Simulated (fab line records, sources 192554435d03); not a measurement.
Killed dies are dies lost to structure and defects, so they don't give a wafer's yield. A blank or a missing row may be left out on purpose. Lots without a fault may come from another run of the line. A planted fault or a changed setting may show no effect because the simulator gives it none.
Chamber matching | flow n5_finfet | N5_MOL_CONTACT_COAG_ALD_20 on ald_metal-02: 4 sister chambers
The step deposits TiN, target thk 1.5 nm, pulse time 1 s, purge time 3 s. 14 wafers are shown with their chamber, then 6 later ones without.

WAFERS WITH THEIR CHAMBER
wafer  | chamber | heater_power_w (W) | precursor_pulse_height_rel
L210.1 | 3       | 723                | 0.990
L210.5 | 1       | 900                | 1.005
L213.1 | 2       | 866                | 1.021
L213.2 | 1       | 902                | 0.987
L213.4 | 2       | 878                | 1.021
L215.1 | 3       | 748                | 1.027
L215.3 | 0       | 851                | 0.991
L215.6 | 3       | 727                | 1.002
L216.3 | 2       | 862                | 1.034
L216.4 | 3       | 734                | 1.009
L216.5 | 2       | 864                | 0.965
L230.1 | 3       | 750                | 1.022
L230.5 | 2       | 823                | 0.999
L230.6 | 1       | 913                | 0.989

SIGNATURES (means of the wafers above)
reading                    | chamber 0 | chamber 1 | chamber 2 | chamber 3 | scatter within a chamber
heater_power_w             | 851.00    | 905.00    | 858.60    | 736.40    | 15.6
precursor_pulse_height_rel | 0.99100   | 0.99367   | 1.00800   | 1.01000   | 0.0201
Rule: a wafer's distance from a chamber is the root of the sum, over the readings, of the square of ((its reading less the chamber's mean) divided by the reading's scatter). The wafer belongs to the nearest chamber; if the next one is less than 2 further off, it can't be placed. The scatter: the root of (the sum of the squares of (reading less its chamber's mean) over the shown wafers, divided by (wafers less chambers)).

WAFERS WITHOUT THEIR CHAMBER
wafer  | heater_power_w (W) | precursor_pulse_height_rel
L232.2 | 740                | 0.991
L232.4 | 853                | 0.997
L232.6 | 854                | 0.999
L233.3 | 739                | 1.040
L233.5 | 742                | 0.996
L233.6 | 860                | 1.029

WHICH CHAMBER EACH WENT THROUGH
wafer  | from the rows above     | in truth
L232.2 | 3                       | 3
L232.4 | can't be placed: 0 or 2 | 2
L232.6 | can't be placed: 0 or 2 | 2
L233.3 | 3                       | 3
L233.5 | 3                       | 3
L233.6 | can't be placed: 2 or 0 | 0
Placed correctly: 3 of 6. Can't be placed from these rows: 3 (the true chamber is among the candidates in 3). Placed wrongly: 0.
